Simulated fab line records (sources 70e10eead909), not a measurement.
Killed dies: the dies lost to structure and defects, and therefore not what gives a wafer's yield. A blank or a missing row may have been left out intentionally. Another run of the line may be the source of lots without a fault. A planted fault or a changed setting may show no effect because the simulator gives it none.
fab line records ; flow nand_harc
record: lots: 6; wafers: 18; last_day: 32
route steps=1302 shown A_WL_FILL@956
lots with no fault: from the same line, run without faults
start_h: hours from the record's opening day to when the first of the lot's shown wafers began ; wait_h: how many hours have passed since the lot's step before this one ; " the same as in the row above ; L1.1+2: a row that stands for several wafers ; - no value present, or no start provided ; * or withheld: withheld ; < > ~ a bound
route shown NAME@n: a module of which the file shows steps, and the number in the route of the first ; usual: the fault-free wafers' mean and standard deviation ; same: alike in all rows ; chamber/n: place in a boat ; sites: readings site by site ; _std_site: the values' standard deviation ; _edge_site: outer sites' mean less inner sites' ; radius_mm: how far each site lies from the wafer's centre ; mask NAME#n: copy n ; behind: the most recent tool/chamber to have shaped the wafer ; hold: why the lot went on hold/how many hours it stayed there/how the hold came to an end ; device: transistor that didn't switch, given as n, p or np ; end of line: at the end of the route, the tests of the same wafers ; a step given without rows: its recipe and nothing more ; killed: dies that structure and defects cost at the first sort, which is not the same as the wafer's yield ; map: a wafer's dies, marking killed ones x, the rest . and places with no die _
set.NAME: the setting the step ran with; set.NAME@STEP: the setting that earlier step ran with ; model.NAME: the simulator's own value behind a step, which no gauge read
lots seen at some steps along the route; tables by step, rows by wafer
services: a tool's chamber out of use, with start hour (start_h, from the record's first day; less than 0 if before it), hours out, and reason
== steps ==
step: NHARC_A_WL_FILL_CVD_03
recipe: target_thk_a: 400; temp_c: 300; pressure_torr: 40; wf6_flow_sccm: 40; h2_flow_sccm: 1600; ar_flow_sccm: 1560; time_s: 279; material: W
step: NHARC_A_WL_FILL_ETCHBACK_04
recipe: target_depth_a: 600; time_s: 120; chemistry: NF3
usual: drypump_motor_current_A: 5.76/0.13; oes_product_au: 0.998/0.013; run_length_s: 141.3/0.53
lot.wafer;tool;chamber;start_h;wait_h;drypump_motor_current_A;oes_product_au;rf_hours_counter_h;run_length_s
L670.2;rie_metal-02;0;549.56;0.3;5.69;1.003;1.4;142.2
L670.3;rie_metal-02;0;549.56;0.3;5.70;1.017;-;142.1
L670.6;rie_metal-02;0;549.56;0.3;5.71;1.016;-;142.4
L674.3;rie_metal-02;1;579.81;0.2;5.81;1.010;-;141.1
L674.6;rie_metal-02;1;579.81;0.2;5.80;1.003;-;141.2
L674.5;rie_metal-02;0;579.81;0.2;5.70;1.019;-;141.9
L678.2;rie_metal-01;1;607.97;0.3;5.96;1.002;0.5;141.0
L678.1;rie_metal-01;0;607.97;0.3;5.91;0.990;0.5;141.5
L678.6;rie_metal-01;0;607.97;0.3;5.91;0.977;-;141.0
L680.2;rie_metal-03;1;638.47;0.3;5.66;0.990;1.8;140.8
L680.3;rie_metal-03;1;638.47;0.3;5.64;0.989;-;141.3
L680.5;rie_metal-03;0;638.47;0.3;5.59;0.995;-;141.5
L683.1;rie_metal-01;1;661.93;0.3;5.97;0.996;1.3;141.5
L683.4;rie_metal-01;1;661.93;0.3;5.93;1.005;-;141.5
L683.3;rie_metal-01;0;661.93;0.3;5.90;0.991;-;141.0
L685.1;rie_metal-02;1;673.53;0.3;5.80;1.023;0.5;140.6
L685.2;rie_metal-02;0;673.53;0.3;5.72;1.011;0.5;142.1
L685.5;rie_metal-02;1;673.53;0.3;5.81;1.017;-;140.5
step: NHARC_A_WL_FILL_ETCHBACK_05
recipe: target_depth_a: 220; time_s: 60; temp_c: 40; chemistry: Cl2/BCl3
usual: drypump_motor_current_A: 5.77/0.13; oes_product_au: 0.998/0.012; run_length_s: 81.3/0.49
lot.wafer;tool;chamber;start_h;wait_h;drypump_motor_current_A;oes_product_au;rf_hours_counter_h;run_length_s
L670.2;rie_metal-02;1;549.77;0.2;5.82;0.996;1.6;81.1
L670.3;rie_metal-02;1;549.77;0.2;5.81;0.997;-;80.7
L670.6;rie_metal-02;0;549.77;0.2;5.72;1.005;-;82.5
L674.3;rie_metal-02;0;580.00;0.2;5.71;1.020;-;82.0
L674.5;rie_metal-02;0;580.00;0.2;5.69;1.024;-;82.0
L674.6;rie_metal-02;1;580.00;0.2;5.82;0.998;-;80.7
L678.1;rie_metal-01;0;608.22;0.2;5.90;0.988;0.7;81.5
L678.2;rie_metal-01;1;608.22;0.2;5.93;1.009;0.7;81.1
L678.6;rie_metal-01;1;608.22;0.2;5.95;1.000;-;81.0
L680.2;rie_metal-03;0;638.67;0.2;5.59;0.987;2.0;81.4
L680.3;rie_metal-03;0;638.67;0.2;5.59;0.985;-;81.4
L680.5;rie_metal-03;0;638.67;0.2;5.60;0.980;-;81.4
L683.1;rie_metal-01;0;662.17;0.2;5.91;0.987;1.4;81.0
L683.4;rie_metal-01;0;662.17;0.2;5.91;0.980;-;81.4
L683.3;rie_metal-01;1;662.17;0.2;5.95;0.994;-;81.3
L685.2;rie_metal-02;0;673.77;0.2;5.72;1.011;0.6;82.0
L685.1;rie_metal-02;1;673.77;0.2;5.80;1.023;0.6;80.9
L685.5;rie_metal-02;0;673.77;0.2;5.69;1.014;-;81.8
step: NHARC_A_WL_FILL_STRIP_27
recipe: power_w: 1500; temp_c: 250; time_s: 20; chemistry: N2/H2
usual: drypump_motor_current_A: 5.9/0.33; heater_power_w: 340/20
lot.wafer;tool;chamber;start_h;wait_h;drypump_motor_current_A;heater_power_w;rf_hours_counter_h
L670.2;plasma_asher-02;1;549.91;0.1;5.5;363;23
L670.3;plasma_asher-02;1;549.91;0.1;5.5;366;-
L670.6;plasma_asher-02;0;549.91;0.1;5.8;310;-
L674.3;plasma_asher-01;1;580.16;0.1;6.4;349;-
L674.6;plasma_asher-01;1;580.16;0.1;6.4;356;-
L674.5;plasma_asher-01;0;580.16;0.1;5.7;330;-
L678.2;plasma_asher-01;0;608.36;0.1;5.7;329;15
L678.1;plasma_asher-01;1;608.36;0.1;6.4;348;15
L678.6;plasma_asher-01;0;608.36;0.1;5.7;327;-
L680.2;plasma_asher-02;1;638.84;0.1;5.5;366;2
L680.3;plasma_asher-02;1;638.84;0.1;5.5;363;-
L680.5;plasma_asher-02;1;638.84;0.1;5.5;355;-
L683.1;plasma_asher-01;1;662.31;0.1;6.4;351;29
L683.4;plasma_asher-01;1;662.31;0.1;6.4;356;-
L683.3;plasma_asher-01;0;662.31;0.1;5.8;325;-
L685.1;plasma_asher-01;1;673.91;0.1;6.4;359;32
L685.2;plasma_asher-01;0;673.91;0.1;5.7;324;32
L685.5;plasma_asher-01;0;673.91;0.1;5.7;321;-
step: NHARC_A_WL_FILL_STRIP_28
recipe: time_s: 1200; temp_c: 72.5; chemistry: post_etch_residue_remover
step: NHARC_A_WL_FILL_PRECLEAN_06
recipe: time_s: 300; chemistry: DIW
step: NHARC_A_WL_FILL_SRD_07
step: NHARC_A_WL_FILL_ANNEAL_08
recipe: temp_c: 450; time_s: 1800
step: NHARC_A_WL_FILL_ALD_10
recipe: target_thk_a: 500; pulse_time_s: 10; ald_cycles: 500; temp_c: 300; material: SiO2
usual: heater_power_w: 460/48; precursor_pulse_height_rel: 0.998/0.019
lot.wafer;tool;chamber;start_h;wait_h;heater_power_w;precursor_pulse_height_rel;since_wet_clean_h
L670.3;ald_hk-02;0;556.46;1.1;416;1.018;16
L670.2;ald_hk-02;1;556.46;1.1;529;0.986;16
L670.6;ald_hk-02;3;558.00;2.6;423;1.020;-
L674.3;ald_hk-04;1;585.51;0.1;481;0.980;139
L674.5;ald_hk-04;1;587.57;2.1;475;0.979;-
L674.6;ald_hk-04;2;587.57;2.1;448;0.971;-
L678.2;ald_hk-02;1;613.78;0.6;529;0.991;73
L678.1;ald_hk-02;2;613.78;0.6;533;1.039;73
L678.6;ald_hk-02;1;615.85;2.6;540;0.990;-
L680.2;ald_hk-04;1;645.21;1.1;450;1.019;21
L680.3;ald_hk-04;2;645.21;1.1;481;1.015;21
L680.5;ald_hk-04;0;646.75;2.6;488;0.986;-
L683.3;ald_hk-01;0;669.52;0.1;494;1.012;8
L683.4;ald_hk-01;1;669.52;0.1;386;1.002;9
L683.1;ald_hk-01;3;671.07;1.6;458;1.039;10
L685.2;ald_hk-04;0;681.09;0.6;499;0.962;57
L685.1;ald_hk-04;2;682.12;1.6;478;0.992;58
L685.5;ald_hk-04;3;682.12;1.6;498;1.027;-
step: NHARC_A_WL_FILL_ETCHBACK_16
recipe: target_depth_a: 1200; time_s: 24; c4f8_flow_sccm: withheld; o2_flow_sccm: 8; ar_flow_sccm: withheld; rf_w: 600; bias_w: 800; chemistry: C4F8/O2/Ar
usual: oes_product_au: 0.979/0.028; rf_vpp_V: 724/4.4; run_length_s: 45.6/0.42
lot.wafer;tool;chamber;start_h;wait_h;oes_product_au;rf_hours_counter_h;rf_vpp_V;run_length_s
L670.2;rie_diel-13;1;-;-;0.966;1.5;726;45.9
L670.3;rie_diel-13;3;-;-;0.971;2.0;730;45.7
L670.6;rie_diel-13;1;-;-;0.954;-;726;46.1
L674.3;rie_diel-06;3;-;-;1.005;2.4;723;46.6
L674.5;rie_diel-06;0;-;-;1.007;-;717;45.0
L674.6;rie_diel-06;1;-;-;1.009;-;723;45.9
L678.2;rie_diel-06;3;-;-;0.959;3.1;722;46.3
L678.1;rie_diel-06;1;-;-;0.959;2.8;723;45.7
L678.6;rie_diel-06;3;-;-;0.959;-;721;46.0
L680.3;rie_diel-13;2;-;-;0.984;7.0;729;45.1
L680.2;rie_diel-13;0;-;-;0.997;6.9;716;45.7
L680.5;rie_diel-13;3;-;-;1.008;-;729;45.5
L683.1;rie_diel-06;1;-;-;1.004;0.1;723;46.0
L683.3;rie_diel-06;2;-;-;1.002;0.0;729;44.8
L683.4;rie_diel-06;3;-;-;0.996;0.0;723;46.1
L685.2;rie_diel-13;1;-;-;0.991;9.4;726;46.1
L685.1;rie_diel-13;2;-;-;0.984;9.7;729;45.9
L685.5;rie_diel-13;1;-;-;0.982;-;727;46.6
step: NHARC_A_WL_FILL_STRIP_29
recipe: time_s: 20; o2_flow_sccm: 500; ar_flow_sccm: 0; bias_w: 0; chemistry: O2
step: NHARC_A_WL_FILL_ETCHBACK_17
recipe: target_depth_a: 40; time_s: 26.7; chemistry: Cl2/BCl3
usual: drypump_motor_current_A: 5.75/0.14; oes_product_au: 0.998/0.012; run_length_s: 48.0/0.48
lot.wafer;tool;chamber;start_h;wait_h;drypump_motor_current_A;oes_product_au;rf_hours_counter_h;run_length_s
L670.2;rie_metal-01;1;560.28;-;5.97;0.997;-;48.0
L670.3;rie_metal-01;1;560.28;-;5.96;1.012;-;47.7
L670.6;rie_metal-01;1;560.28;-;5.96;0.996;-;48.1
L674.3;rie_metal-03;0;590.39;-;5.60;0.978;-;48.2
L674.6;rie_metal-03;0;590.39;-;5.60;0.994;-;48.5
L674.5;rie_metal-03;1;590.39;-;5.62;1.004;-;47.8
L678.2;rie_metal-01;1;618.12;-;5.96;0.999;0.7;47.6
L678.1;rie_metal-01;0;618.12;-;5.90;0.980;0.7;47.7
L678.6;rie_metal-01;0;618.12;-;5.90;0.991;-;47.7
L680.2;rie_metal-03;1;649.00;-;5.61;0.998;2.1;39.0
L680.3;rie_metal-03;0;649.00;-;5.60;0.991;-;39.7
L680.5;rie_metal-03;0;649.00;-;5.60;0.990;-;40.6
L683.1;rie_metal-03;1;674.36;-;5.63;0.992;2.6;39.4
L683.4;rie_metal-03;0;674.36;-;5.59;0.985;-;39.7
L683.3;rie_metal-03;1;674.36;-;5.64;0.989;-;39.1
L685.1;rie_metal-02;0;685.42;-;5.70;1.008;0.9;48.8
L685.2;rie_metal-02;1;685.42;-;5.80;1.027;0.9;47.5
L685.5;rie_metal-02;1;685.42;-;5.80;1.012;-;47.4
step: NHARC_A_WL_FILL_PRECLEAN_18
recipe: time_s: 30; chemistry: dHF
== services ==
tool;chamber;start_h;hours;kind
plasma_asher-02;-;527.39;2.7;repair
rie_metal-03;0;528.00;-;clean
rie_diel-06;1;533.15;6.4;repair
rie_metal-01;0;559.24;16.4;repair
ald_hk-01;-;561.24;0.2;repair
rie_metal-01;-;575.00;9.0;pm
rie_metal-01;1;575.00;9.0;vent_cycle
plasma_asher-02;-;575.22;0.5;repair
rie_metal-01;0;584.00;-;clean
rie_metal-01;1;584.00;-;clean
plasma_asher-01;-;585.62;1.5;repair
rie_diel-06;0;592.27;3.4;repair
plasma_asher-02;-;614.51;3.7;repair
ald_hk-04;-;615.46;10.0;pm
plasma_asher-02;-;621.29;9.0;pm
rie_metal-02;-;631.00;9.0;pm
rie_metal-02;0;631.00;9.0;vent_cycle
rie_metal-02;1;631.00;9.0;vent_cycle
rie_metal-02;0;640.00;-;clean
rie_metal-02;1;640.00;-;clean
rie_metal-01;-;645.56;0.4;repair
ald_hk-01;-;652.15;10.0;pm
rie_diel-06;-;661.20;9.0;pm
rie_diel-13;2;669.42;3.1;repair
== key ==
first_sign: step: NHARC_A_WL_FILL_ETCHBACK_17; reading: run_length_s; direction: down; sigmas: 17; usual: *; struck: *
effect none on later readings
met_at NHARC_A_WL_FILL_ETCHBACK_17
struck_wafers L680.2,L680.3,L680.5,L683.1,L683.3,L683.4
rows_end L680.2,L680.3,L680.5
later_rows_left_out L683.1,L683.3,L683.4
sort_left_out L683.1,L683.3,L683.4
tester_left_out L683
onset_between 590.39 649.00
earlier_fault: kind: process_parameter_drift; tool: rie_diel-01; chamber: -; onset_h: 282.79; steps: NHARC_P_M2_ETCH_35; channel: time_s; offset: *; shape: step; acts_in: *; stated: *
fault: kind: process_parameter_drift; tool: rie_metal-03; chamber: -; onset_h: 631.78; steps: NHARC_A_WL_FILL_ETCHBACK_17; channel: time_s; offset: *; shape: step; acts_in: *; stated: *
tester_left_out: of these lots the tester's yield and bins aren't shown, on N5 and GAA mostly nor the transistor test; their killed dies are dies lost to structure and defects alone, not to doping, threshold or leakage, so they don't give the yield
sort_left_out: the simulated sort isn't trusted on such a fault, so these wafers' sort isn't shown, and their yield isn't known
later_rows_left_out: the simulator's readings of these wafers behind a module that went badly wrong aren't trusted and aren't shown, but for the sort
rows_end: these wafers met a further fault down the route, and their rows from its step on are left out
